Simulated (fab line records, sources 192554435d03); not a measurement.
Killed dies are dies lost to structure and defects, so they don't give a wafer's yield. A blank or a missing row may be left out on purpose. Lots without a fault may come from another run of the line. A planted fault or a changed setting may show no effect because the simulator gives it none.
Problem report in the 8D (eight disciplines) form, filled by code | flow n5_finfet | the parts of the form that need people (team, actions taken, sign-off) are left out

1. THE PROBLEM
killed_at_contacts at N5_PASSIVATION_PROBE_49 reads a mean of 161 on 1 wafer of 1 lot; wafers without a fault read 13 with a standard deviation of 6.5. That is +23 standard deviations from the usual mean.
First seen on wafer L107.1, day 16 02:17, on prober-01. The record holds 3 wafers of 1 lot with a number at this step. Rule for "out", or "out of limits": more than 4 standard deviations from the usual mean. The other wafers with a number count as sound.

2. WHAT IT IS AND WHAT IT IS NOT
question                    | is                                                                                                      | is not
which readings at this step | killed_at_contacts, defect_limited_yield, killed_dies, sort_bin_5_function, sort_n_pass, sort_yield_pct | killed_at_M0_to_M3, killed_at_M4_up, killed_at_front_end, killed_at_other, killed_open, killed_short, sort_bin_6_memory, sort_bin_8_speed
which lots                  | L107                                                                                                    | -
which wafers of those lots  | L107.1                                                                                                  | L107.3, L107.4
read on which tools         | prober-01                                                                                               | -
when                        | from day 16 02:17                                                                                       | up to then (0 sound wafers); but 2 sound wafers of L107 came after

3. SUSPECTS, AND WHAT RULES EACH OUT
Counting: a tool at a process step up to the reading stays a suspect if it ran every lot that is out. Sound lots after the first of them don't rule it out here, since some wafers of a struck lot are sound.
- wet_bench-01 at N5_MOL_CONTACT_COAG_PRECLEAN_125 (cleans in DIW, time 57.5 s): kept. It ran the lot that is out, L107 (day 8 08:50).
- rie_diel-06 at N5_PASSIVATION_STRIP_14 (strips in O2): kept. It ran the lot that is out, L107 (day 15 19:47).
- prober-01 at N5_PASSIVATION_PROBE_49: kept. It ran the lot that is out, L107 (day 16 02:17). Its own readings are out on those wafers: defect_limited_yield, killed_at_contacts, killed_dies, sort_bin_5_function, sort_n_pass, sort_yield_pct.
- Within rie_diel-06 at N5_PASSIVATION_STRIP_14: the wafers that are out ran in chamber 2; their sound lot-mates ran in chambers 0, 1.
Left after counting: wet_bench-01 at N5_MOL_CONTACT_COAG_PRECLEAN_125, rie_diel-06 at N5_PASSIVATION_STRIP_14, prober-01 at N5_PASSIVATION_PROBE_49.

4. THE CAUSE (what the simulator had put in)
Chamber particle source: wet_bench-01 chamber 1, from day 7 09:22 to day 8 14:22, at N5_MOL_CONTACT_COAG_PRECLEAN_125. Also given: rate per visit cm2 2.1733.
Counting left 3 suspects, and this tool is among them.

5. THE CHAIN OF EFFECTS, in route order
Each row: a reading whose mean over the struck wafers that have a number lies more than 3 standard deviations from the usual. Only readings for which the record gives a usual standard deviation are gone through. hours: the time from each lot's start at the first step in this table that gives one to its start at this step, as a median over the lots. sigmas: the change in usual standard deviations.
hours | step                    | reading              | usual  | on struck wafers | change | sigmas
0     | N5_PASSIVATION_PROBE_49 | defect_limited_yield | 91.3 % | 79.6             | -11.7  | -6.9
0     | N5_PASSIVATION_PROBE_49 | killed_at_contacts   | 13     | 161              | +148   | +23
0     | N5_PASSIVATION_PROBE_49 | killed_dies          | 103    | 241              | +138   | +6.9
0     | N5_PASSIVATION_PROBE_49 | sort_bin_5_function  | 5.1 %  | 11.5             | +6.4   | +5.8
0     | N5_PASSIVATION_PROBE_49 | sort_n_pass          | 1077   | 939              | -138   | -6.9
0     | N5_PASSIVATION_PROBE_49 | sort_yield_pct       | 91.3 % | 79.6             | -11.7  | -6.9
The process steps in it:
- N5_PASSIVATION_PROBE_49

6. WHAT WOULD HAVE CAUGHT IT SOONER
In this record the first reading out of limits was taken at day 16 02:17, 209 hours after the fault began at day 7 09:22.
All the lots that are out (1) had begun N5_MOL_CONTACT_COAG_PRECLEAN_125 on wet_bench-01 by day 16 02:17. A hold on the tool at that time would have spared none of them.
